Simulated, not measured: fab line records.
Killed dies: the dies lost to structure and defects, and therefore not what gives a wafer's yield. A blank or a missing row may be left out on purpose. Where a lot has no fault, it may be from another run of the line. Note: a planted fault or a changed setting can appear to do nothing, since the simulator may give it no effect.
Struck lot and sound lot, side by side | flow nand-harc | 14 out of 1159 route steps
Sound: wafers L744.3, L744.5, L744.6. The struck wafers were L756.4, L756.5, L756.6. The cause is given at the end.
Each step with rows lists, per side, the tool, then ch with its chambers, then its first start. Under that, the readings that differ: sound wafers | struck wafers | difference of the means | sigmas: that difference in standard deviations of wafers without a fault.
alike: readings with means less than 2 such deviations apart, plus words and numbers identical on both sides. not compared: withheld readings, readings lacking a value on some wafer, bounds such as >300 that could conceal the same value, and numbers that have no deviation in the record and whose values overlap.
The two part at a step that has a row with sigmas, a row that says differs or no value, or rows on one side only. Non-overlapping numbers with no deviation appear without sigmas and do not part them. A reading that every wafer of one side lacks parts them only if that side has two wafers or more.

first, 5 steps without rows for these wafers: NHARC_P_GATE_SOFTBAKE_21 (time 55 s); NHARC_P_GATE_EBR_22; NHARC_P_GATE_EXPOSE_23 (exposes mask P GATE, target cd 120 nm); NHARC_P_GATE_PEB_24 (peb time 65 s); NHARC_P_GATE_DEVELOP_25 (develop time 35 s).
NHARC_P_GATE_CD_MEAS_26: target cd 120 nm.
  sound on cd-sem-03 ch 0, day 4 22:24; struck on cd-sem-02 ch 0, day 7 21:24
  alike: cd-nm
NHARC_P_GATE_OVL_MEAS_27:
  sound: overlay-01 at day 4 22:29; struck: overlay-01 at day 7 21:29
  alike: overlay-x-nm, overlay-y-nm
NHARC_P_GATE_INSPECT_28:
  sound: defect-inspect-01 at day 4 22:31; struck: defect-inspect-02 at day 7 21:32
  alike: raw-defect-count
NHARC_P_GATE_DESCUM_31: chemistry O2, time 3 s.
  sound on rie-diel-07 ch 0,3, day 4 22:35; struck on rie-diel-07 ch 1,2,3, day 7 21:37
  alike: drypump-motor-current-A, oes-product-au, rf-vpp-V, showerhead-plenum-p-Torr, throttle-valve-pct
  not compared: rf-hours-counter-h
NHARC_P_GATE_ETCH_104: etches the open film in CF4/CHF3, target depth 60 nm.
  sound on rie-diel-07 ch 1,2,3, day 4 22:41; struck on rie-diel-07 ch 0,1, day 7 21:41
  alike: drypump-motor-current-A, oes-product-au, rf-vpp-V, showerhead-plenum-p-Torr, throttle-valve-pct
NHARC_P_GATE_HM_OPEN_105: chemistry O2/COS, target depth 360 nm.
  sound on rie-diel-07 ch 1,2; struck on rie-diel-07 ch 1,2,3
  alike: cos-flow-sccm, drypump-motor-current-A, oes-product-au, rf-vpp-V, showerhead-plenum-p-Torr, throttle-valve-pct
  not compared: rf-hours-counter-h
then, 1 step without rows for these wafers: NHARC_P_GATE_STRIP_106 (strips in O2/COS).
NHARC_P_GATE_ETCH_114: etches the open film in CF4/O2, target depth 30 nm, overetch 3 nm, time 16.5 s.
  sound on rie-diel-07 ch 2,3, day 4 22:00; struck on rie-diel-07 ch 1,2, day 7 21:00
  reading          | sound          | struck         | difference | sigmas
  run-length-s (s) | 37.3 37.4 38.3 | 35.6 35.1 35.6 | -2.2       | -6
  alike: drypump-motor-current-A, oes_f_703_au, oes-product-au, rf-vpp-V, showerhead-plenum-p-Torr, throttle-valve-pct
  not compared: rf-hours-counter-h
NHARC_P_GATE_ETCH_32: etches the open film in HBr/Cl2, target depth 150 nm, time 100.1 s.
  sound on rie-si-04 ch 2,3, day 4 23:02; struck on rie-si-04 ch 0,1,3, day 7 22:06
  alike: drypump-motor-current-A, oes-product-au, throttle-valve-pct
  not compared: rf-hours-counter-h

== WHERE THEY PART ==
Within this record, at NHARC_P_GATE_ETCH_114 only. Later steps at which nothing parts them and some readings are alike: NHARC_P_GATE_ETCH_32.

WHY: the cause the simulator had injected
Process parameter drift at NHARC_P_GATE_ETCH_114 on rie-diel-07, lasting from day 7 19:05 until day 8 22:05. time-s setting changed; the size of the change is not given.
